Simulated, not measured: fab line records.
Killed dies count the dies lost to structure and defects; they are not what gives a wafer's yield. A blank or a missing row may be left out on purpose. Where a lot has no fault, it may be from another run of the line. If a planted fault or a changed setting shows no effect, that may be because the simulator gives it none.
Matching of chambers | flow n5_finfet | rie_diel-04 running N5_BEOL_M4_ETCH_64: 4 sister chambers
The step etches SOC in N2/H2, target depth 75 nm, overetch 22.5 nm, time 121.9 s. 8 wafers are shown with their chamber, then 11 later ones without.

WAFERS WITH THEIR CHAMBER
wafer  | chamber | drypump_motor_current_A (A) | showerhead_plenum_p_Torr (Torr)
L081.5 | 0       | 4.8                         | 2.56
L087.2 | 0       | 4.8                         | 2.55
L087.3 | 3       | 5.8                         | 2.41
L089.2 | 2       | 5.8                         | 2.58
L089.3 | 3       | 5.7                         | 2.41
L088.4 | 2       | 5.8                         | 2.58
L088.6 | 1       | 5.9                         | 2.62
L091.2 | 1       | 5.9                         | 2.61

WAFERS WITHOUT THEIR CHAMBER
wafer  | drypump_motor_current_A (A) | showerhead_plenum_p_Torr (Torr)
L091.4 | 4.7                         | 2.54
L091.6 | 5.9                         | 2.61
L093.1 | 5.9                         | 2.61
L093.5 | 5.8                         | 2.40
L093.6 | 5.8                         | 2.57
L095.2 | 5.8                         | 2.57
L095.3 | 4.7                         | 2.54
L095.4 | 5.8                         | 2.40
L097.1 | 4.8                         | 2.54
L097.2 | 5.9                         | 2.61
L097.3 | 5.8                         | 2.57

THE CHAMBER EACH PASSED THROUGH
wafer  | from the rows above | in truth
L091.4 | 0                   | 0
L091.6 | 1                   | 1
L093.1 | 1                   | 1
L093.5 | 3                   | 3
L093.6 | 2                   | 2
L095.2 | 2                   | 2
L095.3 | 0                   | 0
L095.4 | 3                   | 3
L097.1 | 0                   | 0
L097.2 | 1                   | 1
L097.3 | 2                   | 2
11 of 11 placed correctly. From these rows, 0 cannot be placed. 0 placed wrongly.
How it was worked out, from the rows above alone: a wafer's distance from a chamber is the root of the sum, over the readings, of the square of ((its reading less the chamber's mean) divided by the reading's scatter). The wafer belongs to the nearest chamber; if the next one is less than 2 further off, it can't be placed. The mean given for a chamber averages the wafers shown for that chamber. How the scatter is found: for the shown wafers, subtract from each reading the mean of its chamber, square and add these, divide the total by (wafers less chambers), then take the root.
